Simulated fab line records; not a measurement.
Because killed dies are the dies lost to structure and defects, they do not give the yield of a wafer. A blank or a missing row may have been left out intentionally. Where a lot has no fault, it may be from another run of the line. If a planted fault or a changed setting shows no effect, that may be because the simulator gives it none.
fab line records | flow n5Finfet
record lots=6 wafers=18 lastDay=16
route steps=1938 shown BEOL_M8@1338
lots that met no fault: taken from a fault-free run of the same line
startH: the number of hours between the record's first day and the start of the first shown wafer of the lot | waitH: time in hours since the lot's previous step | " unchanged from the row above | L1.1+2: a single row standing in for several wafers | - no value present, or no start provided | * or withheld: withheld | < > ~ a bound
route shown NAME@n: a module of which the file shows steps, and the number in the route of the first | usual: the fault-free wafers' mean and standard deviation | same: alike in all rows | chamber/n: place in a boat | sites: each site's reading | _std_site: the standard deviation of these | _edge_site: inner sites' mean taken away from outer sites' mean | radiusMm: how far each site lies from the wafer's centre | mask NAME#n: copy n | behind: the tool/chamber that last shaped the wafer | hold: cause of the lot's hold/its duration in hours/its outcome | device: names the non-switching transistor (n, p or np) | end of line: tests of these same wafers at the route's end | step lacking rows: just its recipe | killed: the dies lost at the first sort to structure and to defects; this is not the yield of the wafer | map: per-die view of a wafer (x killed, . not killed, _ where there is no die)
set.NAME: the setting that was run; set.NAME@STEP: the one run at that earlier step | model.NAME: the simulator's own value behind a step, which no gauge read
certain route steps with their lots: each step a table, each wafer a row
services: from which hour (startH, from the record's first day; less than 0 if before it) a tool's chamber was out of use, for how many hours, and why
## steps
# step N5_BEOL_M8_COAT_60
# recipe resist=SiARC tempC=220 timeS=60 spinRpm=1500 resistThkNm=35
# step N5_BEOL_M8_COAT_05
# recipe resist=CAR-ArF spinRpm=1500 resistThkNm=90
# step N5_BEOL_M8_EBR_07
# recipe solvent=PGMEA ebrWidthMm=1.5
# step N5_BEOL_M8_SOFTBAKE_06
# recipe tempC=110 timeS=60 resist=CAR-ArF
# step N5_BEOL_M8_EXPOSE_08
# recipe maskId=M8 na=1.35 sourceShape=dipole sigmaInner=0.817 sigmaOuter=0.97 polarization=te doseMj=68.25
# step N5_BEOL_M8_PEB_09
# recipe pebTempC=withheld pebTimeS=60 resist=CAR-ArF
# step N5_BEOL_M8_DEVELOP_10
# recipe developTimeS=30 developer=TMAH resist=CAR-ArF rinseLiquid=diw dry=airSpin devTempC=23
# step N5_BEOL_M8_CD_MEAS_11
# recipe targetCdNm=38.5 landingEnergyEv=500 detector=seInlens polarity=opening
# usual cdNm=38.6/0.47
# columns lot.wafer tool chamber startH waitH cdNm
L432.2 cdSem-01 0 198.82 - 37.6
L432.4 " 0 " " 38.0
L432.5 " 0 " " 37.8
L442.4 cdSem-02 0 263.87 - 38.5
L442.5 " 0 " " 38.0
L442.6 " 0 " " 39.0
L443.1 cdSem-02 0 273.16 - 38.8
L443.3 " 0 " " 38.7
L443.6 " 0 " " 38.1
L446.1 cdSem-01 0 293.91 - 38.4
L446.3 " 0 " " 38.4
L446.4 " 0 " " 38.4
L450.1 cdSem-02 0 306.85 - 38.0
L450.3 " 0 " " 38.3
L450.4 " 0 " " 38.5
L451.1 cdSem-02 0 313.50 - 39.1
L451.2 " 0 " " 39.2
L451.6 " 0 " " 39.8
# step N5_BEOL_M8_OVL_MEAS_12
# recipe pointsPerWafer=44
# usual M8_OVL=-0.2/0.67
# columns lot.wafer tool chamber startH waitH M8_OVL[nm]
L432.2 overlay-02 0 198.85 0.0 1.4
L432.4 " 0 " " 0.5
L432.5 " 0 " " -0.1
L442.4 overlay-01 0 263.90 0.0 1.1
L442.5 " 0 " " 0.5
L442.6 " 0 " " 0.9
L443.1 overlay-01 0 273.19 0.0 -1.3
L443.3 " 0 " " -1.0
L443.6 " 0 " " -0.9
L446.1 overlay-01 0 293.94 0.0 1.0
L446.3 " 0 " " -0.4
L446.4 " 0 " " -0.2
L450.1 overlay-02 0 306.88 0.0 0.1
L450.3 " 0 " " 0.2
L450.4 " 0 " " 0.1
L451.1 overlay-02 0 313.53 0.0 0.2
L451.2 " 0 " " -0.5
L451.6 " 0 " " 0.3
# step N5_BEOL_M8_INSPECT_13
# recipe mode=adi inspectInstrument=brightfield
# usual rawDefectCount=415/93
# columns lot.wafer tool chamber startH waitH rawDefectCount
L432.2 defectInspect-02 - 198.87 0.0 394
L432.4 " - " " 470
L432.5 " - " " 383
L442.4 defectInspect-02 - 263.93 0.0 428
L442.5 " - " " 389
L442.6 " - " " 385
L443.1 defectInspect-02 - 273.21 0.0 420
L443.3 " - " " 382
L443.6 " - " " 310
L446.1 defectInspect-01 - 293.97 0.0 403
L446.3 " - " " 679
L446.4 " - " " 409
L450.1 defectInspect-02 - 306.91 0.0 246
L450.3 " - " " 230
L450.4 " - " " 400
L451.1 defectInspect-02 - 313.55 0.0 390
L451.2 " - " " 565
L451.6 " - " " 461
# step N5_BEOL_M8_DESCUM_16
# recipe chemistry=O2 timeS=7.9 sourcePowerW=50 biasPowerW=20 pressureMtorr=20 rfFrequencyHz=2.712e+07 tempC=40 resist=CAR-ArF o2FlowSccm=225
# usual biasPowerW=20.01/0.058 drypumpMotorCurrentA=5.6/0.42 oesProductAu=0.79/0.095 rfVppV=243.1/1.5 showerheadPlenumPTorr=2.09/0.081 throttleValvePct=20.39/0.18
# columns lot.wafer tool chamber startH waitH biasPowerW drypumpMotorCurrentA oesProductAu rfHoursCounterH rfVppV showerheadPlenumPTorr throttleValvePct
L432.2 rieDiel-06 2 198.91 0.0 20.15 5.6 0.95 6 245.3 2.24 20.17
L432.4 " 3 " " 19.89 6.4 0.70 207 241.2 1.99 20.35
L432.5 " 3 " " 19.95 6.4 0.71 - 240.6 1.99 20.36
L442.4 rieDiel-05 1 264.01 0.1 19.94 5.2 0.70 218 242.2 2.07 20.49
L442.5 " 0 " " 20.03 5.7 0.69 - 242.6 2.06 20.51
L442.6 " 1 " " 19.91 5.2 0.70 - 243.5 2.07 20.48
L443.1 rieDiel-06 1 273.35 0.1 20.03 5.4 0.73 172 242.5 2.07 20.17
L443.3 " 0 " " 20.01 5.0 0.96 10 244.3 2.17 20.47
L443.6 " 3 " " 20.00 6.5 0.69 - 241.5 1.98 20.38
L446.1 rieDiel-06 1 294.00 0.0 20.06 5.4 0.73 179 241.5 2.07 20.16
L446.3 " 3 " " 19.95 6.5 0.68 239 241.7 1.98 20.39
L446.4 " 0 " " 20.03 5.1 0.93 16 244.9 2.16 20.48
L450.1 rieDiel-03 3 306.96 0.0 20.08 5.6 0.83 87 241.8 2.02 20.37
L450.3 " 0 " " 20.01 6.1 0.76 148 242.4 2.02 20.62
L450.4 " 1 " " 19.96 5.3 0.87 54 243.9 2.15 20.67
L451.1 rieDiel-05 3 313.59 0.0 20.05 5.2 0.82 61 241.9 2.03 20.55
L451.2 " 0 " " 20.06 5.7 0.68 239 240.9 2.05 20.54
L451.6 " 0 " " 20.03 5.7 0.67 - 241.8 2.05 20.55
# step N5_BEOL_M8_ETCH_61
# recipe chemistry=CF4 target=SiARC targetDepthA=455 maskMaterial=CAR-ArF timeS=75.8 ionEnergyEv=80 pressureMtorr=40 sourceW=545 biasW=36 Ar_flow_sccm=100 cf4FlowSccm=100 ends=cleared
# usual drypumpMotorCurrentA=5.6/0.42 etchRfOnTimeS=75.3/1.5 mfcArSccm=100.0/0.3 oesProductAu=0.68/0.076 rfVppV=184.1/1.1 showerheadPlenumPTorr=2.14/0.075 throttleValvePct=15.55/0.15
# columns lot.wafer tool chamber startH waitH drypumpMotorCurrentA etchRfOnTimeS mfcArSccm oesProductAu rfHoursCounterH rfVppV showerheadPlenumPTorr throttleValvePct
L432.2 rieDiel-06 2 198.94 0.0 5.6 77.1 99.6 0.81 6 185.9 2.28 15.30
L432.4 " 3 " " 6.4 76.5 100.4 0.61 207 183.4 2.04 15.64
L432.5 " 3 " " 6.5 76.3 100.0 0.61 - 183.0 2.04 15.64
L442.4 rieDiel-05 1 264.04 0.0 5.2 76.0 99.3 0.60 218 182.6 2.11 15.72
L442.5 " 0 " " 5.7 74.2 99.9 0.61 - 183.2 2.11 15.76
L442.6 " 1 " " 5.2 75.8 99.4 0.60 - 183.2 2.11 15.70
L443.1 rieDiel-06 1 273.38 0.0 5.4 73.7 100.1 0.64 173 183.9 2.13 15.42
L443.3 " 0 " " 5.0 76.7 99.9 0.80 10 184.7 2.19 15.39
L443.6 " 3 " " 6.4 75.9 99.6 0.59 - 184.2 2.03 15.67
L446.1 rieDiel-06 1 294.04 0.0 5.4 75.2 100.1 0.63 179 184.5 2.12 15.44
L446.3 " 3 " " 6.5 76.5 100.1 0.59 239 180.5 2.03 15.68
L446.4 " 0 " " 5.0 77.6 99.6 0.78 16 183.5 2.18 15.40
L450.1 rieDiel-03 3 306.99 0.0 5.6 75.7 100.0 0.70 87 183.0 2.08 15.56
L450.3 " 0 " " 6.1 74.6 100.3 0.65 148 182.5 2.06 15.71
L450.4 " 1 " " 5.3 74.1 99.8 0.75 54 183.7 2.17 15.62
L451.1 rieDiel-05 3 313.62 0.0 5.2 74.7 100.4 0.71 61 182.2 2.08 15.66
L451.2 " 0 " " 5.7 75.5 100.0 0.58 239 185.0 2.11 15.79
L451.6 " 0 " " 5.7 75.6 99.9 0.59 - 184.1 2.11 15.79
# step N5_BEOL_M8_ETCH_62
# recipe chemistry=N2/H2 target=SOC targetDepthA=1100 overetchA=220 maskMaterial=SiARC tempC=40 timeS=165 ionEnergyEv=200 pressureMtorr=30 sourceW=840 biasW=150 n2FlowSccm=200 h2FlowSccm=200
# usual drypumpMotorCurrentA=5.6/0.42 oesProductAu=0.67/0.077 rfVppV=523.8/2.7 showerheadPlenumPTorr=2.54/0.094 throttleValvePct=17.74/0.19
# columns lot.wafer tool chamber startH waitH drypumpMotorCurrentA oesProductAu rfHoursCounterH rfVppV showerheadPlenumPTorr throttleValvePct model.SiARC_of_BEOL_M8_COAT_60.thkNm
L432.2 rieDiel-06 2 199.00 0.0 5.7 0.81 6 529.1 2.72 17.49 28.6
L432.4 " 3 " " 6.4 0.60 207 518.9 2.41 17.73 28.2
L432.5 " 3 " " 6.5 0.61 - 520.8 2.41 17.74 28.4
L442.4 rieDiel-05 1 264.10 0.0 5.2 0.60 218 522.9 2.51 17.95 28.4
L442.5 " 0 " " 5.7 0.60 - 523.5 2.51 17.88 28.4
L442.6 " 1 " " 5.2 0.59 - 523.6 2.51 17.95 28.4
L443.1 rieDiel-06 1 273.44 0.0 5.4 0.60 173 523.1 2.52 17.47 27.8
L443.3 " 0 " " 5.0 0.80 10 526.6 2.60 17.66 28
L443.6 " 3 " " 6.4 0.59 - 520.8 2.40 17.79 28.2
L446.1 rieDiel-06 1 294.09 0.0 5.4 0.60 179 523.1 2.52 17.46 27.8
L446.3 " 3 " " 6.5 0.59 239 518.7 2.39 17.81 28.2
L446.4 " 0 " " 5.0 0.78 16 525.9 2.60 17.67 28.4
L450.1 rieDiel-03 3 307.05 0.0 5.6 0.69 87 521.5 2.46 17.78 28.4
L450.3 " 0 " " 6.1 0.64 148 521.5 2.43 17.77 28.2
L450.4 " 1 " " 5.3 0.74 55 525.1 2.59 17.94 28.2
L451.1 rieDiel-05 3 313.68 0.0 5.2 0.70 62 521.5 2.47 17.93 28
L451.2 " 0 " " 5.7 0.58 239 523.0 2.50 17.92 28.6
L451.6 " 0 " " 5.7 0.58 - 522.5 2.50 17.92 28.4
# step N5_BEOL_M8_STRIP_68
# recipe chemistry=N2/H2 tempC=40 n2FlowSccm=200 h2FlowSccm=200 rfFrequencyHz=6e+07
# step N5_BEOL_M8_STRIP_67
# recipe chemistry=CF4 resist=SiARC powerW=300 biasPowerW=75 pressureMtorr=50 cf4FlowSccm=150 rfFrequencyHz=6e+07
# usual biasPowerW=75.02/0.22 drypumpMotorCurrentA=5.6/0.42 oesProductAu=0.79/0.09 rfVppV=271.2/1.7 showerheadPlenumPTorr=1.79/0.064 throttleValvePct=13.53/0.16
# columns lot.wafer tool chamber startH waitH biasPowerW drypumpMotorCurrentA oesProductAu rfHoursCounterH rfVppV showerheadPlenumPTorr throttleValvePct
L432.2 rieDiel-06 2 199.14 0.0 75.43 5.7 0.96 6 272.9 1.91 13.28
L432.4 " 3 " " 74.59 6.4 0.71 207 269.3 1.70 13.61
L432.5 " 3 " " 74.70 6.4 0.71 - 268.3 1.70 13.61
L442.4 rieDiel-05 1 264.24 0.0 74.91 5.2 0.70 218 271.4 1.76 13.70
L442.5 " 0 " " 74.55 5.7 0.70 - 270.0 1.77 13.76
L442.6 " 1 " " 74.98 5.2 0.71 - 272.6 1.76 13.68
L443.1 rieDiel-06 1 273.58 0.0 75.10 5.4 0.74 173 270.8 1.78 13.44
L443.3 " 0 " " 74.81 5.0 0.95 10 272.9 1.83 13.31
L443.6 " 3 " " 75.15 6.4 0.70 - 269.9 1.69 13.70
L446.1 rieDiel-06 1 294.24 0.0 75.09 5.4 0.73 179 271.0 1.78 13.43
L446.3 " 3 " " 74.98 6.4 0.69 239 270.6 1.69 13.69
L446.4 " 0 " " 75.09 5.0 0.93 16 273.2 1.83 13.35
L450.1 rieDiel-03 3 307.19 0.0 75.05 5.6 0.81 87 271.8 1.74 13.53
L450.3 " 0 " " 74.90 6.1 0.76 148 270.1 1.73 13.65
L450.4 " 1 " " 74.91 5.3 0.87 55 274.2 1.82 13.57
L451.1 rieDiel-05 3 313.82 0.0 74.64 5.2 0.84 62 269.8 1.75 13.59
L451.2 " 0 " " 74.84 5.7 0.68 240 270.0 1.77 13.83
L451.6 " 0 " " 74.76 5.7 0.69 - 270.1 1.77 13.80
# step N5_BEOL_M8_HM_OPEN_17
# recipe chemistry=Cl2/BCl3 targetDepthA=200 overetchA=60 target=TiN maskMaterial=SOC ionEnergyEv=150 pressureMtorr=10 icpW=1000 biasW=126 Cl2_flow_sccm=53.25 bcl3FlowSccm=21.75 Ar_flow_sccm=25
# usual drypumpMotorCurrentA=5.5/0.37 mfcArSccm=25.00/0.075 oesProductAu=0.73/0.061 throttleValvePct=22.11/0.18
# columns lot.wafer tool chamber startH waitH drypumpMotorCurrentA mfcArSccm oesProductAu rfHoursCounterH throttleValvePct model.etch.depthNm
L432.2 rieMetal-01 1 199.18 0.0 5.5 25.08 0.76 7 21.99 19.68
L432.4 " 1 " " 5.5 25.01 0.76 - 21.97 19.88
L432.5 " 1 " " 5.5 25.05 0.76 - 21.98 19.89
L442.4 rieMetal-03 1 264.32 0.1 5.7 24.96 0.75 - 21.98 20.1
L442.5 " 1 " " 5.7 24.96 0.76 - 21.94 20.3
L442.6 " 0 " " 5.6 25.03 0.68 - 22.03 20.11
L443.1 rieMetal-02 1 273.62 0.0 5.3 25.04 0.75 12 22.43 19.14
L443.3 " 1 " " 5.3 24.92 0.78 - 22.39 19.99
L443.6 " 1 " " 5.3 25.03 0.78 - 22.40 20.31
L446.1 rieMetal-01 1 294.28 0.0 5.5 24.94 0.71 16 22.02 19.1
L446.3 " 0 " " 5.1 24.96 0.70 - 21.97 20.08
L446.4 " 1 " " 5.5 25.10 0.73 - 21.97 20.36
L450.1 rieMetal-02 0 307.23 0.0 6.3 24.99 0.80 2 22.07 20.06
L450.3 " 1 " " 5.3 25.07 0.75 - 22.43 19.87
L450.4 " 0 " " 6.3 25.07 0.80 - 22.07 20.13
L451.1 rieMetal-02 0 313.87 0.0 6.2 25.09 0.79 3 22.05 20.09
L451.2 " 1 " " 5.3 24.92 0.77 16 22.40 20.04
L451.6 " 0 " " 6.2 24.90 0.79 - 22.06 19.9
# step N5_BEOL_M8_STRIP_19
# recipe chemistry=O2 powerW=400 tempC=40 pressureMtorr=30 rfFrequencyHz=6e+07 biasPowerW=0 overashFraction=0.2 o2FlowSccm=225
# usual drypumpMotorCurrentA=5.6/0.44 oesProductAu=0.79/0.093 rfVppV=3.7/0.59 showerheadPlenumPTorr=2.10/0.083 throttleValvePct=16.62/0.16
# same biasPowerW=0
# columns lot.wafer tool chamber startH waitH drypumpMotorCurrentA oesProductAu rfHoursCounterH rfVppV showerheadPlenumPTorr throttleValvePct
L432.2 rieDiel-06 3 199.29 0.1 6.4 0.70 207 3.5 1.99 16.68
L432.4 " 0 " " 5.0 0.69 244 4.4 2.18 17.02
L432.5 " 2 " " 5.6 0.94 - 3.7 2.24 16.40
L442.4 rieDiel-05 1 264.41 0.1 5.2 0.69 219 3.8 2.07 16.79
L442.5 " 1 " " 5.2 0.69 - 4.0 2.07 16.79
L442.6 " 0 " " 5.7 0.69 - 3.7 2.06 16.80
L443.1 rieDiel-03 1 273.83 0.2 5.3 0.90 42 3.0 2.16 16.80
L443.3 " 0 " " 6.1 0.76 135 4.2 2.03 16.80
L443.6 " 0 " " 6.1 0.78 - 4.3 2.03 16.82
L446.1 rieDiel-03 0 294.39 0.1 6.1 0.77 144 3.6 2.02 16.81
L446.3 " 2 " " 6.2 0.70 212 4.6 2.00 16.84
L446.4 " 1 " " 5.3 0.88 50 2.5 2.16 16.81
L450.1 rieDiel-06 0 307.42 0.2 5.1 0.91 21 4.0 2.17 16.63
L450.3 " 3 " " 6.5 0.68 244 4.1 1.98 16.72
L450.4 " 1 " " 5.4 0.73 184 3.9 2.07 16.48
L451.1 rieDiel-06 0 313.98 0.1 5.0 0.90 24 4.6 2.17 16.66
L451.2 " 3 " " 6.4 0.68 246 3.5 1.98 16.76
L451.6 " 1 " " 5.4 0.72 - 3.8 2.07 16.48
## services
# columns tool chamber startH hours kind
rieMetal-02 1 206.40 14.0 repair
rieDiel-06 0 219.61 - clean
rieDiel-06 0 219.61 - consumableReplace:focusRing
rieDiel-06 0 219.61 23.5 scheduledDown
rieDiel-06 0 219.61 23.5 ventCycle
rieMetal-02 0 219.95 4.2 repair
rieDiel-03 0 223.19 7.0 repair
rieMetal-03 - 234.61 0.4 repair
rieDiel-06 3 249.82 7.8 repair
rieMetal-01 - 263.39 0.9 repair
rieDiel-06 1 268.25 3.5 repair
rieMetal-02 0 270.09 - clean
rieMetal-02 0 270.09 14.1 scheduledDown
rieMetal-02 0 270.09 14.1 ventCycle
rieDiel-05 1 280.42 2.5 repair
## key
firstSign none at tools or gauges
modelEffect step=N5_BEOL_M8_ETCH_62 value=SiARC_of_BEOL_M8_COAT_60.thkNm without=28.2 struck=27.8
modelEffect step=N5_BEOL_M8_HM_OPEN_17 value=etch.depthNm without=20.06 struck=19.12
metAt N5_BEOL_M8_ETCH_62
struckWafers L443.1,L446.1
onsetBetween 199.00 273.44
fault kind=processParameterDrift tool=rieDiel-06 chamber=- onsetH=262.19 steps=N5_BEOL_M8_ETCH_62 channel=timeS offset=* shape=step endH=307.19 scope=struckWafersOnly actsIn=* stated=*
